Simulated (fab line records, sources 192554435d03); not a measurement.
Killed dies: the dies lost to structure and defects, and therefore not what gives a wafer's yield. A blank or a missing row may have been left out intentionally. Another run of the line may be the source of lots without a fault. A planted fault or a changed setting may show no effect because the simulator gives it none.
fab line records / flow n5-finfet
[record] lots = 5 wafers = 12 last-day = 18
route steps=1938 shown FIN_SAQP@90 PASSIVATION@1936
lots with no fault: from the same line, run without faults
start-h: start of the lot's first displayed wafer, in hours after the record's first day / wait-h: hours since the lot's step before / " unchanged from the row above / L1.1+2: several wafers, shown together as one row / - value missing, or start not given / * or withheld: withheld / < > ~ a bound
route shown NAME@n: a module of which the file shows steps, and the number in the route of the first / usual: the fault-free wafers' mean and standard deviation / same: alike in all rows / chamber/n: place in a boat / sites: the reading at each site / _std_site: the standard deviation of these / _edge_site: inner sites' mean taken away from outer sites' mean / radius-mm: how far each site lies from the wafer's centre / mask NAME#n: copy n / behind: the tool/chamber that last shaped the wafer / hold: why the lot went on hold/how many hours it stayed there/how the hold came to an end / device: names the non-switching transistor (n, p or np) / end of line: tests of these same wafers at the route's end / a step given without rows: its recipe and nothing more / killed: the dies lost at the first sort to structure and to defects; this is not the yield of the wafer / map: a wafer's dies, x killed, . not, _ none there
set.NAME: the setting as run; set.NAME@STEP: as run at that earlier step / model.NAME: the simulator's own value behind a step, which no gauge read
lots at some steps of the route; a table a step, a row a wafer
services: a tool's chamber out of use, with start hour (start-h, from the record's first day; less than 0 if before it), hours out, and reason
[[steps]]
[step N5_FIN_SAQP_PRECLEAN_42]
[recipe] chemistry = O3/DIW time-s = 60 temp-c = 22 o3-ppm = 10
[step N5_FIN_SAQP_PRECLEAN_00]
[recipe] chemistry = SC1 time-s = 60 temp-c = 55 mix = 1:2:50
[step N5_FIN_SAQP_PRECLEAN_44]
[recipe] chemistry = SC2 time-s = 45 temp-c = 35 mix = 1:1:50
[step N5_FIN_SAQP_SRD_01]
[recipe] dry = ipa-marangoni time-s = 30 temp-c = 23 rinse-liquid = diw
[step N5_FIN_SAQP_ALD_61]
[recipe] material = SiO2 target-thk-a = 40 temp-c = 300 ald-precursor-family = BDEAS ald-co-reactant = O2-plasma pulse-time-s = 1 purge-time-s = 2 co-reactant-purge-time-s = 2 ald-cycles = 43 pressure-torr = 2
[step N5_FIN_SAQP_DENSIFY_62]
[recipe] temp-c = 700 time-s = 60 ambient = N2 idle-temp-c = 600 ramp-up-c-per-s = 150 ramp-down-c-per-s = 60 cool-to-c = 600
[step N5_FIN_SAQP_HM_DEP_03]
[recipe] material = SiNx target-thk-a = 380 temp-c = 400 precursor = SiH4/NH3/N2 pressure-torr = 1.5 rf-w = 300 time-s = 33.6
[step N5_FIN_SAQP_PECVD_47]
[recipe] material = a-Si target-thk-a = 450 temp-c = 400 precursor = SiH4/He pressure-torr = 3 rf-w = 100 time-s = 36.3
[step N5_FIN_SAQP_PECVD_48]
[recipe] material = SiNx target-thk-a = 250 temp-c = 400 precursor = SiH4/NH3/N2 pressure-torr = 1.5 rf-w = 300 time-s = 22.1
[step N5_FIN_SAQP_PECVD_06]
[recipe] material = a-Si target-thk-a = 600 temp-c = 400 precursor = SiH4/He pressure-torr = 3 rf-w = 100 time-s = 48.1
[usual] heater-power-outer-w = 515/69 heater-power-w = 841/120 showerhead-plenum-p-Torr = 5.68/0.05 throttle-valve-pct = 18.6/1.2
lot.wafer=L929.3 tool=pecvd-01 chamber=1 start-h=81.32 wait-h=0.0 heater-power-outer-w=566 heater-power-w=939 showerhead-plenum-p-Torr=5.61 throttle-valve-pct=18.6 model.a-Si_of_FIN_SAQP_PECVD_06.thk-nm=62.57
lot.wafer=L929.4 tool=pecvd-01 chamber=0 start-h=81.32 wait-h=0.0 heater-power-outer-w=608 heater-power-w=964 showerhead-plenum-p-Torr=5.72 throttle-valve-pct=18.3 model.a-Si_of_FIN_SAQP_PECVD_06.thk-nm=60.28
lot.wafer=L929.5 tool=pecvd-01 chamber=0 start-h=81.32 wait-h=0.0 heater-power-outer-w=594 heater-power-w=993 showerhead-plenum-p-Torr=5.72 throttle-valve-pct=18.5 model.a-Si_of_FIN_SAQP_PECVD_06.thk-nm=60.81
lot.wafer=L930.1 tool=pecvd-01 chamber=1 start-h=86.93 wait-h=0.0 heater-power-outer-w=518 heater-power-w=849 showerhead-plenum-p-Torr=5.63 throttle-valve-pct=19.0 model.a-Si_of_FIN_SAQP_PECVD_06.thk-nm=81.54
lot.wafer=L930.6 tool=pecvd-01 chamber=1 start-h=86.93 wait-h=0.0 heater-power-outer-w=524 heater-power-w=871 showerhead-plenum-p-Torr=5.62 throttle-valve-pct=18.9 model.a-Si_of_FIN_SAQP_PECVD_06.thk-nm=82.58
lot.wafer=L933.4 tool=pecvd-01 chamber=1 start-h=107.01 wait-h=0.0 heater-power-outer-w=499 heater-power-w=834 showerhead-plenum-p-Torr=5.60 throttle-valve-pct=18.8 model.a-Si_of_FIN_SAQP_PECVD_06.thk-nm=82.67
lot.wafer=L935.2 tool=pecvd-01 chamber=1 start-h=116.95 wait-h=0.0 heater-power-outer-w=501 heater-power-w=834 showerhead-plenum-p-Torr=5.62 throttle-valve-pct=18.9 model.a-Si_of_FIN_SAQP_PECVD_06.thk-nm=81.64
lot.wafer=L935.3 tool=pecvd-01 chamber=0 start-h=116.95 wait-h=0.0 heater-power-outer-w=604 heater-power-w=970 showerhead-plenum-p-Torr=5.72 throttle-valve-pct=18.4 model.a-Si_of_FIN_SAQP_PECVD_06.thk-nm=59.45
lot.wafer=L935.6 tool=pecvd-01 chamber=1 start-h=116.95 wait-h=0.0 heater-power-outer-w=495 heater-power-w=858 showerhead-plenum-p-Torr=5.62 throttle-valve-pct=18.9 model.a-Si_of_FIN_SAQP_PECVD_06.thk-nm=83.07
lot.wafer=L941.1 tool=pecvd-04 chamber=0 start-h=153.06 wait-h=0.0 heater-power-outer-w=464 heater-power-w=750 showerhead-plenum-p-Torr=5.65 throttle-valve-pct=18.9 model.a-Si_of_FIN_SAQP_PECVD_06.thk-nm=60.43
lot.wafer=L941.5 tool=pecvd-04 chamber=2 start-h=153.06 wait-h=0.0 heater-power-outer-w=551 heater-power-w=903 showerhead-plenum-p-Torr=5.66 throttle-valve-pct=18.3 model.a-Si_of_FIN_SAQP_PECVD_06.thk-nm=58.97
lot.wafer=L941.6 tool=pecvd-04 chamber=0 start-h=153.06 wait-h=0.0 heater-power-outer-w=465 heater-power-w=746 showerhead-plenum-p-Torr=5.65 throttle-valve-pct=18.4 model.a-Si_of_FIN_SAQP_PECVD_06.thk-nm=60.19
[step N5_FIN_SAQP_THK_MEAS_07]
[usual] thk-nm = 60.0/1
lot.wafer=L929.3 tool=film-metro-01 chamber=- start-h=81.41 wait-h=0.1 thk-nm=62.6
lot.wafer=L929.4 tool=film-metro-01 chamber=- start-h=81.41 wait-h=0.1 thk-nm=60.3
lot.wafer=L929.5 tool=film-metro-01 chamber=- start-h=81.41 wait-h=0.1 thk-nm=60.8
lot.wafer=L930.1 tool=film-metro-02 chamber=- start-h=87.05 wait-h=0.1 thk-nm=81.6
lot.wafer=L930.6 tool=film-metro-02 chamber=- start-h=87.05 wait-h=0.1 thk-nm=82.5
lot.wafer=L933.4 tool=film-metro-01 chamber=- start-h=107.07 wait-h=0.0 thk-nm=82.7
lot.wafer=L935.2 tool=film-metro-02 chamber=- start-h=117.04 wait-h=0.1 thk-nm=81.6
lot.wafer=L935.3 tool=film-metro-02 chamber=- start-h=117.04 wait-h=0.1 thk-nm=59.5
lot.wafer=L935.6 tool=film-metro-02 chamber=- start-h=117.04 wait-h=0.1 thk-nm=83.1
lot.wafer=L941.1 tool=film-metro-02 chamber=- start-h=153.38 wait-h=0.3 thk-nm=60.4
lot.wafer=L941.5 tool=film-metro-02 chamber=- start-h=153.38 wait-h=0.3 thk-nm=59.0
lot.wafer=L941.6 tool=film-metro-02 chamber=- start-h=153.38 wait-h=0.3 thk-nm=60.2
[step N5_FIN_SAQP_HM_DEP_72]
[recipe] material = SiO2 target-thk-a = 120 temp-c = 400 precursor = SiH4/N2O pressure-torr = 0.75 rf-w = 275 time-s = 7.2
[step N5_FIN_SAQP_COAT_49]
[recipe] resist = SOC temp-c = 250 time-s = 60 spin-rpm = 1500 resist-thk-nm = 100
[step N5_FIN_SAQP_COAT_50]
[recipe] resist = SiARC temp-c = 220 time-s = 60 spin-rpm = 1500 resist-thk-nm = 35
[step N5_FIN_SAQP_COAT_10]
[recipe] resist = CAR-ArF spin-rpm = 1500 resist-thk-nm = 90
[step N5_FIN_SAQP_EBR_12]
[recipe] solvent = PGMEA ebr-width-mm = 1.5
[step N5_FIN_SAQP_SOFTBAKE_11]
[recipe] temp-c = 110 time-s = 60 resist = CAR-ArF
[step N5_FIN_SAQP_EXPOSE_13]
[recipe] mask-id = FIN_CORE na = 1.35 source-shape = dipole sigma-inner = 0.538 sigma-outer = 0.738 polarization = te target-cd-nm = 35.6 dose-mj = 63.25
[step N5_FIN_SAQP_PEB_14]
[recipe] peb-temp-c = withheld peb-time-s = 60 resist = CAR-ArF
[step N5_FIN_SAQP_DEVELOP_15]
[recipe] develop-time-s = 30 developer = TMAH resist = CAR-ArF dev-temp-c = 23 rinse-liquid = diw dry = air-spin
[step N5_FIN_SAQP_DESCUM_21]
[recipe] chemistry = O2 time-s = 7.9 source-power-w = 50 bias-power-w = 20 pressure-mtorr = 20 rf-frequency-hz = 2.712e+07 temp-c = 40 resist = CAR-ArF o2-flow-sccm = 225
[step N5_FIN_SAQP_ETCH_51]
[recipe] chemistry = CF4 target = SiARC target-depth-a = 455 mask-material = CAR-ArF time-s = 75.8 ion-energy-ev = 80 pressure-mtorr = 40 source-w = 545 bias-w = 36 Ar_flow_sccm = 100 cf4-flow-sccm = 100 ends = cleared
[step N5_FIN_SAQP_ETCH_52]
[recipe] chemistry = N2/H2 target = SOC target-depth-a = 1000 overetch-a = 200 mask-material = SiARC temp-c = 40 time-s = 150 ion-energy-ev = 200 pressure-mtorr = 30 source-w = 840 bias-w = 150 n2-flow-sccm = 200 h2-flow-sccm = 200 ends = end-point
[step N5_FIN_SAQP_STRIP_53]
[recipe] chemistry = N2/H2 temp-c = 40 n2-flow-sccm = 200 h2-flow-sccm = 200 rf-frequency-hz = 6e+07
[step N5_FIN_SAQP_HM_OPEN_73]
[recipe] chemistry = CHF3/O2 target = SiO2 stop-on = a-Si target-depth-a = 120 over-etch-frac = 1.8 mask-material = SOC time-s = 16.8 pressure-mtorr = 30 source-w = 650 bias-w = 170 Ar_flow_sccm = 200 CHF3_flow_sccm = 50 O2_flow_sccm = 5 ion-energy-ev = 200 ends = end-point
[step N5_FIN_SAQP_STRIP_74]
[recipe] chemistry = CHF3/O2 resist = SiARC rf-frequency-hz = 6e+07
[step N5_FIN_SAQP_MANDREL_ETCH_22]
[recipe] target-depth-a = 600 chemistry = HBr/Cl2 target = a-Si stop-on = SiNx bt-time-s = 10 over-etch-frac = 0.5 time-s = 30 pressure-mtorr = 10 icp-w = 800 bias-w = 75 HBr_flow_sccm = 150 Cl2_flow_sccm = 80 ends = end-point
[usual] bias-w = 75.02/0.23 drypump-motor-current-A = 5.9/0.31 oes-product-au = 0.772/0.015 throttle-valve-pct = 35.32/0.27
lot.wafer=L929.3 tool=rie-si-06 chamber=2 start-h=82.15 wait-h=0.0 bias-w=75.21 drypump-motor-current-A=6.1 oes-product-au=0.768 rf-hours-counter-h=102 throttle-valve-pct=35.00 model.etch.depth-nm=62.47
lot.wafer=L929.4 tool=rie-si-06 chamber=2 start-h=82.15 wait-h=0.0 bias-w=75.01 drypump-motor-current-A=6.1 oes-product-au=0.758 rf-hours-counter-h=- throttle-valve-pct=35.03 model.etch.depth-nm=60.25
lot.wafer=L929.5 tool=rie-si-06 chamber=3 start-h=82.15 wait-h=0.0 bias-w=74.70 drypump-motor-current-A=5.8 oes-product-au=0.780 rf-hours-counter-h=- throttle-valve-pct=35.41 model.etch.depth-nm=60.73
lot.wafer=L930.1 tool=rie-si-06 chamber=3 start-h=88.39 wait-h=0.0 bias-w=74.90 drypump-motor-current-A=5.8 oes-product-au=0.946 rf-hours-counter-h=97 throttle-valve-pct=35.07 model.etch.depth-nm=81.51
lot.wafer=L930.6 tool=rie-si-06 chamber=2 start-h=88.39 wait-h=0.0 bias-w=74.60 drypump-motor-current-A=6.1 oes-product-au=0.925 rf-hours-counter-h=- throttle-valve-pct=34.66 model.etch.depth-nm=82.5
lot.wafer=L933.4 tool=rie-si-04 chamber=1 start-h=107.81 wait-h=0.0 bias-w=75.08 drypump-motor-current-A=6.1 oes-product-au=0.928 rf-hours-counter-h=49 throttle-valve-pct=35.14 model.etch.depth-nm=82.67
lot.wafer=L935.2 tool=rie-si-01 chamber=3 start-h=117.91 wait-h=0.0 bias-w=75.29 drypump-motor-current-A=5.6 oes-product-au=0.941 rf-hours-counter-h=43 throttle-valve-pct=35.60 model.etch.depth-nm=81.64
lot.wafer=L935.3 tool=rie-si-01 chamber=2 start-h=117.91 wait-h=0.0 bias-w=75.12 drypump-motor-current-A=5.9 oes-product-au=0.775 rf-hours-counter-h=52 throttle-valve-pct=35.16 model.etch.depth-nm=59.41
lot.wafer=L935.6 tool=rie-si-01 chamber=1 start-h=117.91 wait-h=0.0 bias-w=75.23 drypump-motor-current-A=5.8 oes-product-au=0.925 rf-hours-counter-h=- throttle-valve-pct=35.51 model.etch.depth-nm=83.03
lot.wafer=L941.1 tool=rie-si-04 chamber=2 start-h=154.12 wait-h=0.0 bias-w=74.87 drypump-motor-current-A=6.0 oes-product-au=0.776 rf-hours-counter-h=60 throttle-valve-pct=35.02 model.etch.depth-nm=60.38
lot.wafer=L941.5 tool=rie-si-04 chamber=1 start-h=154.12 wait-h=0.0 bias-w=75.21 drypump-motor-current-A=6.1 oes-product-au=0.753 rf-hours-counter-h=- throttle-valve-pct=35.51 model.etch.depth-nm=58.84
lot.wafer=L941.6 tool=rie-si-04 chamber=0 start-h=154.12 wait-h=0.0 bias-w=75.03 drypump-motor-current-A=6.0 oes-product-au=0.771 rf-hours-counter-h=- throttle-valve-pct=35.13 model.etch.depth-nm=60.19
[step N5_FIN_SAQP_STRIP_55]
[recipe] chemistry = N2/H2 power-w = 500 temp-c = 40 pressure-mtorr = 50 rf-frequency-hz = 6e+07 overash-fraction = 0.3 bias-power-w = 28 h2-frac = 0.5 n2-flow-sccm = 300 h2-flow-sccm = 300
[step N5_FIN_SAQP_STRIP_23]
[recipe] chemistry = SPM time-s = 750 temp-c = 130 h2so4-h2o2-vol-ratio = 4
[step N5_FIN_SAQP_SRD_66]
[recipe] dry = ipa-marangoni time-s = 30 temp-c = 23 rinse-liquid = diw
[step N5_FIN_SAQP_RECESS_75]
[recipe] chemistry = HF/NH3 target = SiO2 target-depth-a = 144 afs-cycles = 3 temp-c = 30 sublimation-temp-c = 180 sublimation-time-s = 60
[step N5_FIN_SAQP_SPACER1_ALD_24]
[recipe] material = SiO2 target-thk-a = 203 temp-c = 300 ald-precursor-family = BDEAS ald-co-reactant = O2-plasma pulse-time-s = 1 purge-time-s = 2 co-reactant-purge-time-s = 2 ald-cycles = 218 pressure-torr = 2
[step N5_FIN_SAQP_SPACER1_ETCHBACK_25]
[recipe] chemistry = CHF3/O2 mode = anisotropic-etchback target = SiO2 target-depth-a = 244 time-s = 12.2 pressure-mtorr = 30 source-w = 650 bias-w = 170 Ar_flow_sccm = 200 CHF3_flow_sccm = 50 O2_flow_sccm = 5 ion-energy-ev = 200
[usual] bias-w = 170.0/0.51 drypump-motor-current-A = 5.6/0.52 mfc-ar-sccm = 200.0/0.65 oes_o_777_au = 0.82/0.058 oes-product-au = 0.81/0.065 rf-vpp-V = 526/13 showerhead-plenum-p-Torr = 2.46/0.075 throttle-valve-pct = 18.96/0.19
lot.wafer=L929.3 tool=rie-diel-01 chamber=3 start-h=83.70 wait-h=0.4 bias-w=170.1 drypump-motor-current-A=5.4 mfc-ar-sccm=199.9 oes_o_777_au=0.73 oes-product-au=0.74 rf-hours-counter-h=155 rf-vpp-V=536 showerhead-plenum-p-Torr=2.51 throttle-valve-pct=18.88 model.a-Si_of_FIN_SAQP_PECVD_06.thk-nm=61.6
lot.wafer=L929.4 tool=rie-diel-01 chamber=2 start-h=83.70 wait-h=0.4 bias-w=169.6 drypump-motor-current-A=5.0 mfc-ar-sccm=199.1 oes_o_777_au=0.77 oes-product-au=0.76 rf-hours-counter-h=139 rf-vpp-V=531 showerhead-plenum-p-Torr=2.51 throttle-valve-pct=19.13 model.a-Si_of_FIN_SAQP_PECVD_06.thk-nm=59.4
lot.wafer=L929.5 tool=rie-diel-01 chamber=2 start-h=83.70 wait-h=0.4 bias-w=170.4 drypump-motor-current-A=5.0 mfc-ar-sccm=199.0 oes_o_777_au=0.77 oes-product-au=0.76 rf-hours-counter-h=- rf-vpp-V=530 showerhead-plenum-p-Torr=2.51 throttle-valve-pct=19.12 model.a-Si_of_FIN_SAQP_PECVD_06.thk-nm=59.8
lot.wafer=L930.1 tool=rie-diel-03 chamber=0 start-h=90.16 wait-h=0.6 bias-w=169.7 drypump-motor-current-A=5.7 mfc-ar-sccm=199.4 oes_o_777_au=0.81 oes-product-au=0.79 rf-hours-counter-h=102 rf-vpp-V=523 showerhead-plenum-p-Torr=2.51 throttle-valve-pct=18.79 model.a-Si_of_FIN_SAQP_PECVD_06.thk-nm=80.6
lot.wafer=L930.6 tool=rie-diel-03 chamber=3 start-h=90.16 wait-h=0.6 bias-w=170.5 drypump-motor-current-A=6.3 mfc-ar-sccm=200.1 oes_o_777_au=0.76 oes-product-au=0.71 rf-hours-counter-h=- rf-vpp-V=503 showerhead-plenum-p-Torr=2.32 throttle-valve-pct=19.22 model.a-Si_of_FIN_SAQP_PECVD_06.thk-nm=81.6
lot.wafer=L933.4 tool=rie-diel-03 chamber=2 start-h=109.45 wait-h=0.1 bias-w=170.1 drypump-motor-current-A=5.3 mfc-ar-sccm=199.3 oes_o_777_au=0.80 oes-product-au=0.79 rf-hours-counter-h=- rf-vpp-V=540 showerhead-plenum-p-Torr=2.45 throttle-valve-pct=19.26 model.a-Si_of_FIN_SAQP_PECVD_06.thk-nm=81.8
lot.wafer=L935.2 tool=rie-diel-01 chamber=2 start-h=119.55 wait-h=0.4 bias-w=169.6 drypump-motor-current-A=4.9 mfc-ar-sccm=199.9 oes_o_777_au=0.76 oes-product-au=0.75 rf-hours-counter-h=158 rf-vpp-V=530 showerhead-plenum-p-Torr=2.51 throttle-valve-pct=19.17 model.a-Si_of_FIN_SAQP_PECVD_06.thk-nm=80.8
lot.wafer=L935.3 tool=rie-diel-01 chamber=0 start-h=119.55 wait-h=0.4 bias-w=169.4 drypump-motor-current-A=6.4 mfc-ar-sccm=200.6 oes_o_777_au=0.79 oes-product-au=0.84 rf-hours-counter-h=79 rf-vpp-V=533 showerhead-plenum-p-Torr=2.44 throttle-valve-pct=18.74 model.a-Si_of_FIN_SAQP_PECVD_06.thk-nm=58.4
lot.wafer=L935.6 tool=rie-diel-01 chamber=1 start-h=119.55 wait-h=0.4 bias-w=170.1 drypump-motor-current-A=5.3 mfc-ar-sccm=199.3 oes_o_777_au=0.90 oes-product-au=0.90 rf-hours-counter-h=- rf-vpp-V=530 showerhead-plenum-p-Torr=2.46 throttle-valve-pct=18.81 model.a-Si_of_FIN_SAQP_PECVD_06.thk-nm=82
lot.wafer=L941.1 tool=rie-diel-01 chamber=3 start-h=155.64 wait-h=0.4 bias-w=170.5 drypump-motor-current-A=5.3 mfc-ar-sccm=198.7 oes_o_777_au=0.72 oes-product-au=0.73 rf-hours-counter-h=179 rf-vpp-V=537 showerhead-plenum-p-Torr=2.50 throttle-valve-pct=18.92 model.a-Si_of_FIN_SAQP_PECVD_06.thk-nm=59.4
lot.wafer=L941.5 tool=rie-diel-01 chamber=3 start-h=155.64 wait-h=0.4 bias-w=172.0 drypump-motor-current-A=5.3 mfc-ar-sccm=199.8 oes_o_777_au=0.71 oes-product-au=0.74 rf-hours-counter-h=- rf-vpp-V=536 showerhead-plenum-p-Torr=2.50 throttle-valve-pct=18.93 model.a-Si_of_FIN_SAQP_PECVD_06.thk-nm=58
lot.wafer=L941.6 tool=rie-diel-01 chamber=2 start-h=155.64 wait-h=0.4 bias-w=170.3 drypump-motor-current-A=5.0 mfc-ar-sccm=200.3 oes_o_777_au=0.74 oes-product-au=0.74 rf-hours-counter-h=- rf-vpp-V=529 showerhead-plenum-p-Torr=2.50 throttle-valve-pct=19.17 model.a-Si_of_FIN_SAQP_PECVD_06.thk-nm=59.2
[step N5_FIN_SAQP_MANDREL1_REMOVE_56]
[recipe] chemistry = HBr/Cl2/O2 bt-time-s = 10 target = a-Si stop-on = SiNx endpoint = OES-SiCl over-etch-frac = 1 icp-w = 600 bias-w = 22 HBr_flow_sccm = 150 Cl2_flow_sccm = 80 O2_flow_sccm = 5 pressure-mtorr = 10
[step N5_PASSIVATION_PROBE_49]
[usual] defect-limited-yield = 91.7/1.5 killed_at_M0_to_M3 = 32/10 killed_at_M4_up = 14/5.3 killed-at-contacts = 13/5.7 killed-at-front-end = 37/10 killed-at-other = 3.3/2.5 killed-dies = 98/18 killed-open = 65/13 killed-short = 31/7.5 sort_bin_5_function = 4.9/0.91 sort_bin_6_memory = 3.1/0.71 sort_bin_8_speed = 0.00/0.017 sort-n-pass = 1082/18
[same] gross-dies = 1180 killed-at-back-side = 0 sort_bin_4_leakage[%] = 0
lot.wafer=L935.2 tool=prober-01 chamber=- start-h=397.55 wait-h=0.1 defect-limited-yield[%]=91.4 killed_at_M0_to_M3=37 killed_at_M4_up=14 killed-at-contacts=16 killed-at-front-end=33 killed-at-other=1 killed-dies=101 killed-open=68 killed-short=30 sort_bin_5_function[%]=4.7 sort_bin_6_memory[%]=3.6 sort_bin_8_speed[%]=0 sort-n-pass=1079
lot.wafer=L935.3 tool=prober-01 chamber=- start-h=397.60 wait-h=0.1 defect-limited-yield[%]=93.4 killed_at_M0_to_M3=33 killed_at_M4_up=7 killed-at-contacts=14 killed-at-front-end=20 killed-at-other=4 killed-dies=78 killed-open=49 killed-short=28 sort_bin_5_function[%]=4.2 sort_bin_6_memory[%]=2.1 sort_bin_8_speed[%]=0 sort-n-pass=1102
lot.wafer=L935.6 tool=prober-01 chamber=- start-h=397.75 wait-h=0.3 defect-limited-yield[%]=92.2 killed_at_M0_to_M3=28 killed_at_M4_up=15 killed-at-contacts=12 killed-at-front-end=37 killed-at-other=0 killed-dies=92 killed-open=58 killed-short=32 sort_bin_5_function[%]=4.6 sort_bin_6_memory[%]=3.1 sort_bin_8_speed[%]=0 sort-n-pass=1088
lot.wafer=L941.1 tool=prober-02 chamber=- start-h=434.58 wait-h=0.0 defect-limited-yield[%]=89.7 killed_at_M0_to_M3=33 killed_at_M4_up=25 killed-at-contacts=11 killed-at-front-end=44 killed-at-other=8 killed-dies=121 killed-open=83 killed-short=38 sort_bin_5_function[%]=5.8 sort_bin_6_memory[%]=4.0 sort_bin_8_speed[%]=0 sort-n-pass=1059
lot.wafer=L941.5 tool=prober-02 chamber=- start-h=434.78 wait-h=0.2 defect-limited-yield[%]=90.3 killed_at_M0_to_M3=23 killed_at_M4_up=18 killed-at-contacts=15 killed-at-front-end=58 killed-at-other=1 killed-dies=115 killed-open=78 killed-short=37 sort_bin_5_function[%]=5.6 sort_bin_6_memory[%]=3.8 sort_bin_8_speed[%]=0 sort-n-pass=1065
lot.wafer=L941.6 tool=prober-02 chamber=- start-h=434.83 wait-h=0.3 defect-limited-yield[%]=90.4 killed_at_M0_to_M3=34 killed_at_M4_up=16 killed-at-contacts=11 killed-at-front-end=45 killed-at-other=7 killed-dies=113 killed-open=63 killed-short=50 sort_bin_5_function[%]=5.6 sort_bin_6_memory[%]=3.7 sort_bin_8_speed[%]=0 sort-n-pass=1067
// killed by level:class
L935.2 MOL_CONTACT_COAG:geometric-particle:open=11 STI_FIN_REVEAL:geometric-particle:open=10 BEOL_M0_SAQP:geometric-particle:short=10 FIN_SAQP:geometric-particle:open=9 BEOL_M0_SAQP:geometric-particle:open=7 BEOL_M2:geometric-particle:open=6 BEOL_M3:geometric-particle:open=6 BEOL_M4:geometric-particle:open=6
L935.3 MOL_CONTACT_COAG:geometric-particle:open=13 BEOL_M1:geometric-particle:open=7 BEOL_M0_SAQP:geometric-particle:open=6 FIN_SAQP:geometric-particle:open=5 GATE_CUT:geometric-particle:short=5 BEOL_M2:geometric-particle:short=5 BEOL_M0_SAQP:geometric-particle:short=4 BEOL_M2:geometric-particle:open=4
L935.6 FIN_SAQP:geometric-particle:open=10 BEOL_M2:geometric-particle:open=10 MOL_CONTACT_COAG:geometric-particle:open=8 BEOL_M3:geometric-particle:open=6 FIN_SAQP:geometric-particle:short=5 STARTING-WAFER:geometric-particle:short=5 MOL_CONTACT_COAG:geometric-particle:short=4 BEOL_M0_SAQP:geometric-particle:open=4
L941.1 FIN_SAQP:geometric-particle:open=21 BEOL_M0_SAQP:geometric-particle:open=11 BEOL_M0_SAQP:geometric-particle:short=10 BEOL_M5:geometric-particle:open=10 MOL_CONTACT_COAG:geometric-particle:open=7 BEOL_M2:geometric-particle:open=7 FIN_SAQP:geometric-particle:short=6 GATE_CUT:geometric-particle:short=6
L941.5 FIN_SAQP:geometric-particle:open=18 MOL_CONTACT_COAG:geometric-particle:open=13 STI_FIN_REVEAL:geometric-particle:open=9 FIN_SAQP:geometric-particle:short=8 GATE_CUT:geometric-particle:short=7 BEOL_M4:geometric-particle:short=6 BEOL_M0_SAQP:geometric-particle:open=6 BEOL_M2:geometric-particle:open=5
L941.6 BEOL_M0_SAQP:geometric-particle:short=11 BEOL_M0_SAQP:geometric-particle:open=11 FIN_SAQP:geometric-particle:short=9 FIN_SAQP:geometric-particle:open=8 BEOL_M4:geometric-particle:open=8 GATE_CUT:geometric-particle:short=7 GATE_CUT:geometric-particle:open=6 MOL_CONTACT_COAG:geometric-particle:short=6
[[services]]
tool=rie-si-06 chamber=1 start-h=72.53 hours=13.9 kind=repair
tool=rie-diel-01 chamber=- start-h=73.72 hours=1.2 kind=repair
tool=rie-si-04 chamber=- start-h=74.46 hours=0.4 kind=repair
tool=rie-diel-01 chamber=1 start-h=77.18 hours=4.7 kind=repair
tool=pecvd-01 chamber=2 start-h=81.03 hours=7.9 kind=repair
tool=rie-si-01 chamber=1 start-h=87.34 hours=4.0 kind=repair
tool=rie-si-06 chamber=3 start-h=89.72 hours=12.2 kind=repair
tool=rie-si-06 chamber=0 start-h=92.81 hours=18.8 kind=repair
tool=rie-diel-01 chamber=3 start-h=100.79 hours=8.7 kind=repair
tool=rie-si-06 chamber=3 start-h=110.98 hours=6.9 kind=repair
tool=pecvd-01 chamber=0 start-h=134.96 hours=5.5 kind=scheduled-down
tool=rie-diel-01 chamber=- start-h=135.57 hours=0.8 kind=repair
[[key]]
[first-sign] step = N5_FIN_SAQP_THK_MEAS_07 reading = thk-nm direction = up sigmas = 22 usual = * struck = *
[effect] step = N5_FIN_SAQP_MANDREL_ETCH_22 reading = oes-product-au direction = up sigmas = 11 usual = 0.772 struck = 0.933
[model-effect] step = N5_FIN_SAQP_PECVD_06 value = a-Si_of_FIN_SAQP_PECVD_06.thk-nm without = 61.18 struck = 82.3
[model-effect] step = N5_FIN_SAQP_MANDREL_ETCH_22 value = etch.depth-nm without = 61.15 struck = 82.27
[model-effect] step = N5_FIN_SAQP_SPACER1_ETCHBACK_25 value = a-Si_of_FIN_SAQP_PECVD_06.thk-nm without = 60.2 struck = 81.36
met-at N5_FIN_SAQP_PECVD_06
struck-wafers L930.1,L930.6,L933.4,L935.2,L935.6
rows-end L930.1,L930.6,L933.4
onset-between 81.32 86.93
[fault] kind = process-parameter-drift tool = pecvd-01 chamber = 1 onset-h = 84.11 steps = N5_FIN_SAQP_PECVD_06 channel = time-s offset = * shape = step acts-in = * stated = *
// rows-end: these wafers met a further fault down the route, and their rows from its step on are left out
